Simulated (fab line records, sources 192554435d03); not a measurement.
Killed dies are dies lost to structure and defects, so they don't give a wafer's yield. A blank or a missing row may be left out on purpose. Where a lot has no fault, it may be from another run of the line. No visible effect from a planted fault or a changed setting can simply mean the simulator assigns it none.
What tool caused it? + flow n5_finfet + 12 lots, 36 wafers sampled, at 2 steps of a route of 1938

== WHAT THE GAUGES READ, wafer by wafer ==
N5_BEOL_M10_INSPECT_58: inspects for defects (darkfield).
| lot  | measured     | on                | raw_defect_count |
|------|--------------|-------------------|------------------|
| L079 | day 11 15:32 | defect_inspect-02 | 27 41 48         |
| L076 | day 11 18:32 | defect_inspect-01 | 103 64 72        |
| L078 | day 12 06:50 | defect_inspect-02 | 47 87 63         |
| L081 | day 12 20:29 | defect_inspect-01 | 61 68 54         |
| L085 | day 13 21:53 | defect_inspect-01 | 50 61 66         |
| L086 | day 15 09:53 | defect_inspect-02 | 68 81 88         |
| L083 | day 15 20:41 | defect_inspect-01 | 33 39 65         |
| L087 | day 16 03:49 | defect_inspect-01 | 61 87 84         |
| L093 | day 17 03:15 | defect_inspect-02 | 40 51 53         |
| L091 | day 17 09:02 | defect_inspect-02 | 51 65 88         |
| L097 | day 17 20:19 | defect_inspect-01 | 88 70 62         |
| L096 | day 18 13:34 | defect_inspect-02 | 47 60 28         |

== TOOL THAT RAN EACH LOT (tool first, then ch and the chambers of the sampled wafers, then the start) ==
| lot  | N5_BEOL_M10_SPUTTER_48       |
|------|------------------------------|
| L079 | pvd_sputter-03, day 11 14:31 |
| L076 | pvd_sputter-01, day 11 17:33 |
| L078 | pvd_sputter-01, day 12 05:13 |
| L081 | pvd_sputter-01, day 12 19:27 |
| L085 | pvd_sputter-02, day 13 20:54 |
| L086 | pvd_sputter-01, day 15 08:54 |
| L083 | pvd_sputter-03, day 15 19:42 |
| L087 | pvd_sputter-01, day 16 02:38 |
| L093 | pvd_sputter-02, day 17 02:05 |
| L091 | pvd_sputter-02, day 17 08:01 |
| L097 | pvd_sputter-03, day 17 19:20 |
| L096 | pvd_sputter-01, day 18 12:35 |
- N5_BEOL_M10_SPUTTER_48: material Cu, target thk 12 nm, time 2 s.

== THE ANSWER, worked out from the rows above alone ==
Rule: the usual values come from the lots themselves. Put in order of their means at a reading, lots are off if they are a third of the lots or fewer, leave a main group of 4 or more, and stand apart from it by a gap of 3 or more times the standard deviation of the main group's means; of several such gaps the widest counts. Not used: any main group whose means are identical at the precision the tables above print for the reading. Also off: a lot with no number at a reading for which 4 or more lots have one. Any other lot the step has rows for is counted as sound.
None of the lots is off at any reading shown; this tells nothing.

== WHAT THE SIMULATOR PUT IN ==
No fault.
